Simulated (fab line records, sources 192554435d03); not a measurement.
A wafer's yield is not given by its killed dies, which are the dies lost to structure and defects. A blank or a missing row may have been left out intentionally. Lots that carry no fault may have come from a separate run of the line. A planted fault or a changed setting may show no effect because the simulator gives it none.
One fault seen from 3 desks -- flow n5Finfet -- numbers are kept per desk, each desk with only its own; the story behind them comes last

== FOR THE TOOL OWNER'S DESK: rieDiel-04 ==
The tool's own readings at N5_BEOL_M0_SAQP_ETCH_84 (etches SOC in N2/H2, target depth 100 nm, overetch 20 nm, time 150 s): means of the sampled wafers that have a number, for each lot that ran on this tool. Any lot whose mean is over 4 standard deviations away from the usual mean is out of limits and marked OUT; that distance is given in the brackets.
Columns: A = drypumpMotorCurrentA at N5_BEOL_M0_SAQP_ETCH_84, usual 5.6 A; B = n2FlowSccm at N5_BEOL_M0_SAQP_ETCH_84, usual 200.1 sccm; C = oesProductAu at N5_BEOL_M0_SAQP_ETCH_84, usual 0.69 a.u.; D = rfVppV at N5_BEOL_M0_SAQP_ETCH_84, usual 523.1 V; E = showerheadPlenumPTorr at N5_BEOL_M0_SAQP_ETCH_84, usual 2.52 Torr; F = throttleValvePct at N5_BEOL_M0_SAQP_ETCH_84, usual 17.9 %
lot,first seen here,A,B,C,D,E,F
L880,day 6 21:11,5.6,199.7,0.64,526.8,2.65,18.1
L892,day 9 18:04,5.4,200.2,0.74,524.5,2.58,17.9
L895,day 10 18:10,6.3,199.6,0.65,525.1,2.59,18.0
Finding of this desk: none of the 3 lots has anything out of limits.

== METROLOGY DESK ==
Means of the sampled wafers that have a number, per lot and without regard to the tool the lot ran on: this is what the gauges read. Any lot whose mean is over 4 standard deviations away from the usual mean is out of limits and marked OUT; that distance is given in the brackets. It has 12 readings; the 7 that lie furthest out on some lot are the ones shown.
Columns: A = M0_CORE_OVL at N5_BEOL_M0_SAQP_OVL_MEAS_15, usual 0.2 nm; B = DIBL_P at N5_BEOL_M4_RC_MEAS_101, usual 34.8 mV/V; C = IOFF_N at N5_BEOL_M4_RC_MEAS_101, usual 0.15 nA/um; D = ION_N at N5_BEOL_M4_RC_MEAS_101, usual 677 uA/um; E = SS_N at N5_BEOL_M4_RC_MEAS_101, usual 71.4 mV/dec; F = SS_P at N5_BEOL_M4_RC_MEAS_101, usual 72.9 mV/dec; G = VT_P at N5_BEOL_M4_RC_MEAS_101, usual -251 mV
lot,first seen here,A,B,C,D,E,F,G
L876,day 5 22:41,0.8,31.0,0.12,675,70.7,72.7,-250
L880,day 6 21:01,-0.2,34.7,0.15,673,71.2,73.0,-251
L892,day 9 17:26,0.8,35.5,0.16,686,71.3,73.1,-252
L895,day 10 17:53,-0.4,36.0,0.16,686,71.6,74.1,-257
L898,day 11 05:02,0.3,35.4,0.15,691,71.7,72.8,-253
L897,day 11 08:00,1.0,33.5,0.13,673,70.9,71.9,-248
Finding of this desk: none of the 6 lots has anything out of limits.

== THE DEFECT DESK ==
Inspection counts along the route, by lot: the mean over sampled wafers that carry a number. Any lot whose mean is over 4 standard deviations away from the usual mean is out of limits and marked OUT; that distance is given in the brackets.
Columns: A = rawDefectCount at N5_BEOL_M0_SAQP_INSPECT_16, usual 488
lot,first seen here,A
L876,day 5 22:44,346
L880,day 6 21:04,467
L892,day 9 17:29,610
L895,day 10 17:59,477
L898,day 11 05:05,378
L897,day 11 08:03,474
Finding of this desk: none of the 6 lots has anything out of limits.

== ALL TOGETHER ==
The desk of the tool owner found nothing out of limits.
Metrology desk: nothing out of limits seen.
No out-of-limits result turned up at the defect desk.

== WHAT THE SIMULATOR PUT IN ==
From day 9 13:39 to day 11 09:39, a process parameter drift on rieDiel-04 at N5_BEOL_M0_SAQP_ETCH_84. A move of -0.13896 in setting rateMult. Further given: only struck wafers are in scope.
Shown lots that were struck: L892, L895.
